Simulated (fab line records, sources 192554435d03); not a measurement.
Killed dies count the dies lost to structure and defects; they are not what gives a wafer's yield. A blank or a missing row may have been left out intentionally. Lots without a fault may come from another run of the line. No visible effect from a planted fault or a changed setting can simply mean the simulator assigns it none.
One fault seen from 3 desks -- flow n5 finfet -- each desk has only its own numbers; what lay behind them comes last

== THE METROLOGY DESK ==
What the gauges read, lot by lot, whatever tool the lot ran on: means of the sampled wafers that have a number. The brackets show how far a lot's mean lies from the usual mean; more than 4 standard deviations puts the lot out of limits, marked OUT. Shown here are 7 of its 10 readings, the ones lying furthest out on some lot.
Columns: A = DIBL_N at N5_BEOL_M4_RC_MEAS_101, usual 36.0 mV/V; B = DIBL_P at N5_BEOL_M4_RC_MEAS_101, usual 36.0 mV/V; C = IOFF_N at N5_BEOL_M4_RC_MEAS_101, usual 0.156 nA/um; D = ION_N at N5_BEOL_M4_RC_MEAS_101, usual 673 uA/um; E = SS_P at N5_BEOL_M4_RC_MEAS_101, usual 73.3 mV/dec; F = VT_N at N5_BEOL_M4_RC_MEAS_101, usual 250 mV; G = VT_P at N5_BEOL_M4_RC_MEAS_101, usual -250 mV
lot,first seen here,A,B,C,D,E,F,G
L769,day 7 21:32,34.0,34.3,0.132,665,73.0,253,-251
L771,day 8 01:18,36.4,36.6,0.169,674,73.6,249,-255
L772,day 8 11:33,36.2,35.5,0.148,670,73.3,253,-254
L774,day 8 22:27,36.0,35.3,0.141,664,73.2,252,-250
L775,day 9 11:20,38.1,37.5,0.173,667,74.4,252,-251
L776,day 9 17:29,37.4,36.3,0.173,677,73.3,247,-250
L780,day 10 20:08,37.1,36.0,0.182,686,74.1,248,-248
L784,day 11 14:01,37.1,38.0,0.188,686,74.2,246,-252
L788,day 13 01:37,34.9,34.7,0.129,664,72.7,253,-251
L792,day 14 00:35,36.4,37.2,0.172,686,73.2,247,-251
Finding of this desk: none of the 10 lots has anything out of limits.

== THE DEFECT DESK ==
For each lot, the counts of the inspections along the route, averaged over the sampled wafers that have a number. The brackets show how far a lot's mean lies from the usual mean; more than 4 standard deviations puts the lot out of limits, marked OUT.
Columns: A = raw defect count at N5_MIM_TOP_LITHO_INSPECT_12, usual 2.0
lot,first seen here,A
L771,day 11 13:41,1.3
L769,day 11 18:26,4.3
L772,day 12 06:37,2.3
L774,day 12 22:40,1.7
L775,day 13 05:44,2.0
L776,day 13 16:33,2.0
L780,day 14 17:34,2.0
L784,day 15 18:50,3.0
L788,day 16 22:59,1.3
L792,day 18 01:08,0.3
Finding of this desk: none of the 10 lots has anything out of limits.

== FOR THE TOOL OWNER'S DESK: rie diel-05 ==
The tool's own readings at N5_BEOL_M7_VIA_ETCH_34 (etches SiCOH lowk in C4F6/O2, target depth 125.5 nm, time 50.5 s): means of the sampled wafers that have a number, for each lot that ran on this tool. The brackets show how far a lot's mean lies from the usual mean; more than 4 standard deviations puts the lot out of limits, marked OUT.
Columns: A = drypump motor current A at N5_BEOL_M7_VIA_ETCH_34, usual 5.9 A; B = oes_f_703_au at N5_BEOL_M7_VIA_ETCH_34, usual 0.83 a.u.; C = oes product au at N5_BEOL_M7_VIA_ETCH_34, usual 0.83 a.u.; D = rf vpp V at N5_BEOL_M7_VIA_ETCH_34, usual 659 V; E = showerhead plenum p Torr at N5_BEOL_M7_VIA_ETCH_34, usual 2.87 Torr; F = throttle valve pct at N5_BEOL_M7_VIA_ETCH_34, usual 20.82 %
lot,first seen here,A,B,C,D,E,F
L774,day 9 22:04,5.8,0.76,0.75,658,2.80,20.77
L775,day 10 12:16,6.2,0.81,0.80,654,2.75,20.80
L776,day 10 18:47,6.1,0.81,0.79,653,2.75,20.80
L780,day 12 00:35,5.9,0.78,0.71,654,2.85,20.84
L784,day 12 20:11,6.5,0.82,0.73,658,2.75,20.80
L792,day 15 08:05,5.9,0.78,0.76,645,2.75,20.88
Finding of this desk: none of the 6 lots has anything out of limits.

== PUT TOGETHER ==
From the metrology desk's view, nothing was out of limits.
Nothing the defect desk looked at was out of limits.
Nothing out of limits was seen by the tool owner's desk.

== WHAT THE SIMULATOR HAD INSERTED ==
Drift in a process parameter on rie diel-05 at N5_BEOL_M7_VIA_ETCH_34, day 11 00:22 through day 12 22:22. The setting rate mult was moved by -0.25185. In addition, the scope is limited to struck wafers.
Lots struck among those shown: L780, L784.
